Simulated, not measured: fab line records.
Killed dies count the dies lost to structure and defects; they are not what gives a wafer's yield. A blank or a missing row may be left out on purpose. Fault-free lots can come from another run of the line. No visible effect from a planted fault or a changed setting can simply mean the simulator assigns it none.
Matching of chambers || flow nandHarc || 4 sister chambers for NHARC_P_GATE_DESCUM_61 on rieDiel-08
The step chemistry O2, time 3 s. 20 wafers are shown with their chamber, then 10 later ones without.

WAFERS, EACH WITH ITS CHAMBER
{"wafer": "L074.2", "chamber": 2, "showerheadPlenumPTorr (Torr)": 1.83, "drypumpMotorCurrentA (A)": 5.4, "oesProductAu (a.u.)": 1.002}
{"wafer": "L074.3", "chamber": 0, "showerheadPlenumPTorr (Torr)": 2.04, "drypumpMotorCurrentA (A)": 5.9, "oesProductAu (a.u.)": 0.996}
{"wafer": "L074.4", "chamber": 3, "showerheadPlenumPTorr (Torr)": 1.93, "drypumpMotorCurrentA (A)": 6.1, "oesProductAu (a.u.)": 0.990}
{"wafer": "L075.1", "chamber": 3, "showerheadPlenumPTorr (Torr)": 1.93, "drypumpMotorCurrentA (A)": 6.1, "oesProductAu (a.u.)": 1.003}
{"wafer": "L075.3", "chamber": 0, "showerheadPlenumPTorr (Torr)": 2.04, "drypumpMotorCurrentA (A)": 5.9, "oesProductAu (a.u.)": 0.998}
{"wafer": "L075.4", "chamber": 2, "showerheadPlenumPTorr (Torr)": 1.83, "drypumpMotorCurrentA (A)": 5.4, "oesProductAu (a.u.)": 1.007}
{"wafer": "L077.2", "chamber": 0, "showerheadPlenumPTorr (Torr)": 2.04, "drypumpMotorCurrentA (A)": 5.8, "oesProductAu (a.u.)": 1.009}
{"wafer": "L077.3", "chamber": 3, "showerheadPlenumPTorr (Torr)": 1.93, "drypumpMotorCurrentA (A)": 6.1, "oesProductAu (a.u.)": 0.997}
{"wafer": "L077.6", "chamber": 0, "showerheadPlenumPTorr (Torr)": 2.04, "drypumpMotorCurrentA (A)": 5.8, "oesProductAu (a.u.)": 0.995}
{"wafer": "L079.1", "chamber": 3, "showerheadPlenumPTorr (Torr)": 1.93, "drypumpMotorCurrentA (A)": 6.1, "oesProductAu (a.u.)": 1.005}
{"wafer": "L079.4", "chamber": 3, "showerheadPlenumPTorr (Torr)": 1.93, "drypumpMotorCurrentA (A)": 6.1, "oesProductAu (a.u.)": 0.996}
{"wafer": "L079.6", "chamber": 1, "showerheadPlenumPTorr (Torr)": 1.85, "drypumpMotorCurrentA (A)": 5.5, "oesProductAu (a.u.)": 0.997}
{"wafer": "L082.1", "chamber": 1, "showerheadPlenumPTorr (Torr)": 1.85, "drypumpMotorCurrentA (A)": 5.5, "oesProductAu (a.u.)": 0.982}
{"wafer": "L082.5", "chamber": 3, "showerheadPlenumPTorr (Torr)": 1.93, "drypumpMotorCurrentA (A)": 6.1, "oesProductAu (a.u.)": 0.988}
{"wafer": "L082.6", "chamber": 1, "showerheadPlenumPTorr (Torr)": 1.85, "drypumpMotorCurrentA (A)": 5.5, "oesProductAu (a.u.)": 0.990}
{"wafer": "L084.3", "chamber": 0, "showerheadPlenumPTorr (Torr)": 2.04, "drypumpMotorCurrentA (A)": 5.9, "oesProductAu (a.u.)": 0.998}
{"wafer": "L084.4", "chamber": 3, "showerheadPlenumPTorr (Torr)": 1.93, "drypumpMotorCurrentA (A)": 6.1, "oesProductAu (a.u.)": 0.991}
{"wafer": "L084.6", "chamber": 0, "showerheadPlenumPTorr (Torr)": 2.04, "drypumpMotorCurrentA (A)": 5.9, "oesProductAu (a.u.)": 0.988}
{"wafer": "L087.2", "chamber": 2, "showerheadPlenumPTorr (Torr)": 1.82, "drypumpMotorCurrentA (A)": 5.5, "oesProductAu (a.u.)": 1.002}
{"wafer": "L087.5", "chamber": 2, "showerheadPlenumPTorr (Torr)": 1.83, "drypumpMotorCurrentA (A)": 5.5, "oesProductAu (a.u.)": 1.006}

SIGNATURES, as means of the wafers listed above
{"reading": "showerheadPlenumPTorr", "chamber 0": 2.0400, "chamber 1": 1.8500, "chamber 2": 1.8275, "chamber 3": 1.9300, "scatter within a chamber": 0.00217}
{"reading": "drypumpMotorCurrentA", "chamber 0": 5.867, "chamber 1": 5.500, "chamber 2": 5.450, "chamber 3": 6.100, "scatter within a chamber": 0.0382}
{"reading": "oesProductAu", "chamber 0": 0.99733, "chamber 1": 0.98967, "chamber 2": 1.00425, "chamber 3": 0.99571, "scatter within a chamber": 0.00623}
Rule: for each reading, subtract the chamber's mean from the wafer's reading, divide by that reading's scatter and square the result; add these up over the readings and take the root, which gives the wafer's distance from the chamber. If the next closest chamber is less than 2 further off than the closest, the wafer can't be placed; otherwise it belongs to the closest. How the scatter is found: for the shown wafers, subtract from each reading the mean of its chamber, square and add these, divide the total by (wafers less chambers), then take the root.

WAFERS WITH NO CHAMBER GIVEN
{"wafer": "L087.6", "showerheadPlenumPTorr (Torr)": 1.93, "drypumpMotorCurrentA (A)": 6.1, "oesProductAu (a.u.)": 0.993}
{"wafer": "L094.1", "showerheadPlenumPTorr (Torr)": 1.82, "drypumpMotorCurrentA (A)": 5.4, "oesProductAu (a.u.)": 0.999}
{"wafer": "L094.2", "showerheadPlenumPTorr (Torr)": 2.04, "drypumpMotorCurrentA (A)": 5.9, "oesProductAu (a.u.)": 0.998}
{"wafer": "L094.4", "showerheadPlenumPTorr (Torr)": 1.85, "drypumpMotorCurrentA (A)": 5.5, "oesProductAu (a.u.)": 0.993}
{"wafer": "L096.2", "showerheadPlenumPTorr (Torr)": 1.82, "drypumpMotorCurrentA (A)": 5.4, "oesProductAu (a.u.)": 1.009}
{"wafer": "L096.4", "showerheadPlenumPTorr (Torr)": 1.85, "drypumpMotorCurrentA (A)": 5.5, "oesProductAu (a.u.)": 0.998}
{"wafer": "L096.6", "showerheadPlenumPTorr (Torr)": 2.03, "drypumpMotorCurrentA (A)": 5.8, "oesProductAu (a.u.)": 1.008}
{"wafer": "L097.2", "showerheadPlenumPTorr (Torr)": 1.82, "drypumpMotorCurrentA (A)": 5.5, "oesProductAu (a.u.)": 1.009}
{"wafer": "L097.4", "showerheadPlenumPTorr (Torr)": 2.03, "drypumpMotorCurrentA (A)": 5.8, "oesProductAu (a.u.)": 1.000}
{"wafer": "L097.6", "showerheadPlenumPTorr (Torr)": 1.93, "drypumpMotorCurrentA (A)": 6.1, "oesProductAu (a.u.)": 0.990}

WHICH CHAMBER EACH ONE RAN IN
{"wafer": "L087.6", "from the rows above": 3, "in truth": 3}
{"wafer": "L094.1", "from the rows above": 2, "in truth": 2}
{"wafer": "L094.2", "from the rows above": 0, "in truth": 0}
{"wafer": "L094.4", "from the rows above": 1, "in truth": 1}
{"wafer": "L096.2", "from the rows above": 2, "in truth": 2}
{"wafer": "L096.4", "from the rows above": 1, "in truth": 1}
{"wafer": "L096.6", "from the rows above": 0, "in truth": 0}
{"wafer": "L097.2", "from the rows above": 2, "in truth": 2}
{"wafer": "L097.4", "from the rows above": 0, "in truth": 0}
{"wafer": "L097.6", "from the rows above": 3, "in truth": 3}
Placed correctly: 10 of 10. Can't be placed from these rows: 0. Wrongly placed: 0.
